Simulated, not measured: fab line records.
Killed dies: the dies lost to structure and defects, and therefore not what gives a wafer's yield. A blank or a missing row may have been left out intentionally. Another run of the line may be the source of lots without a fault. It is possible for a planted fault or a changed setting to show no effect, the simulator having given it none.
Lot-split experiment    flow n5_finfet    on a route of 1938 steps: 7 lots, 21 wafers read

== THE SPLIT ITSELF ==
At N5_BEOL_M4_COAT_73 (time 60 s, resist thk 5 nm), the setting spin_rpm was moved away from the recipe's 1500 rpm on 5 of the 21 wafers read, by -6.3% to +10.8%. All remaining wafers had this setting at the recipe value.

== FROM THE SPLIT TO THE READING: what the file shows between them, 3 steps ==
- N5_BEOL_M4_COAT_05: resist thk 30 nm
- N5_BEOL_M4_EBR_07
- N5_BEOL_M4_DESCUM_16: chemistry O2, time 7 s

== THE READING ==
etch.depth_nm (the simulator's own value, which no gauge read), in nm, at N5_BEOL_M4_ETCH_74 (etches underlayer in N2/H2, target depth 6.5 nm, time 5.2 s). There is no usual value for it anywhere in the file. The 16 wafers here that ran the recipe average 5.011 nm, standard deviation 0.016 nm.

wafer   tool, chamber at the split  spin_rpm as run, rpm  against the recipe  etch.depth_nm, nm  against lot-mates on the recipe
L075.1  litho_track-01, 0           1500                  recipe              5.026              -
L075.4  litho_track-01, 0           1500                  recipe              5.006              -
L075.5  litho_track-01, 0           1500                  recipe              5.001              -
L077.4  litho_track-04, 0           1500                  recipe              4.988              -
L077.5  litho_track-04, 0           1662                  +10.8%              4.728              -0.266
L077.6  litho_track-04, 0           1500                  recipe              5                  -
L079.1  litho_track-02, 0           1500                  recipe              5.001              -
L079.4  litho_track-02, 0           1500                  recipe              5.006              -
L079.6  litho_track-02, 0           1500                  recipe              5.004              -
L082.3  litho_track-02, 0           1443                  -3.8%               5.101              +0.100
L082.4  litho_track-02, 0           1500                  recipe              5.008              -
L082.5  litho_track-02, 0           1500                  recipe              4.993              -
L085.3  litho_track-04, 0           1500                  recipe              5.003              -
L085.5  litho_track-04, 0           1406                  -6.3%               5.153              +0.150
L085.6  litho_track-04, 0           1406                  -6.3%               5.16               +0.157
L086.2  litho_track-02, 0           1500                  recipe              5.009              -
L086.4  litho_track-02, 0           1628                  +8.5%               4.824              -0.188
L086.6  litho_track-02, 0           1500                  recipe              5.014              -
L092.3  litho_track-04, 0           1500                  recipe              5.039              -
L092.4  litho_track-04, 0           1500                  recipe              5.044              -
L092.5  litho_track-04, 0           1500                  recipe              5.036              -

FIT RESULTS
A straight line over all 21 wafers: etch.depth_nm changes by -0.0241 nm for each +1% of spin_rpm; r = -0.99; the points scatter about the line by 0.016 nm.
The same after taking each lot's own level away (the mean of its wafers on the recipe; 21 wafers): -0.024 nm for each +1%; r = -1.00; scatter 0.0074 nm.
The reading moves by 0.26 nm for the largest change in spin_rpm, on that fit.
The span of the lots' own levels, 4.9940 to 5.0397 nm, comes to 2.9 times the standard deviation stated above.
So the lot-to-lot level changes the slope little: the two slopes agree.
Check: -0.252 nm against its lot-mates is what the line predicts for one of the wafers moved furthest among these (+10.8%) when that wafer is left out of the fit. Against them it came out at -0.266 nm.

== THE OTHER SPLITS THESE WAFERS WENT THROUGH ==
Note: prior to the reading, these wafers also went through further splits. Each is held against what the fit with the lots' levels taken away leaves over:
other split on the same wafers  wafers away from the commonest value  r with etch.depth_nm (lot level and that fit taken away)
N5_BEOL_M2_COAT_67 spin_rpm     7                                     +0.06
N5_BEOL_M3_COAT_05 spin_rpm     4                                     +0.14
N5_BEOL_M3_ETCH_70 source_w     4                                     -0.21

== FILE'S OWN FIT ==
etch.depth_nm changes by -0.0239 nm for each +1% of spin_rpm, r = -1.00.
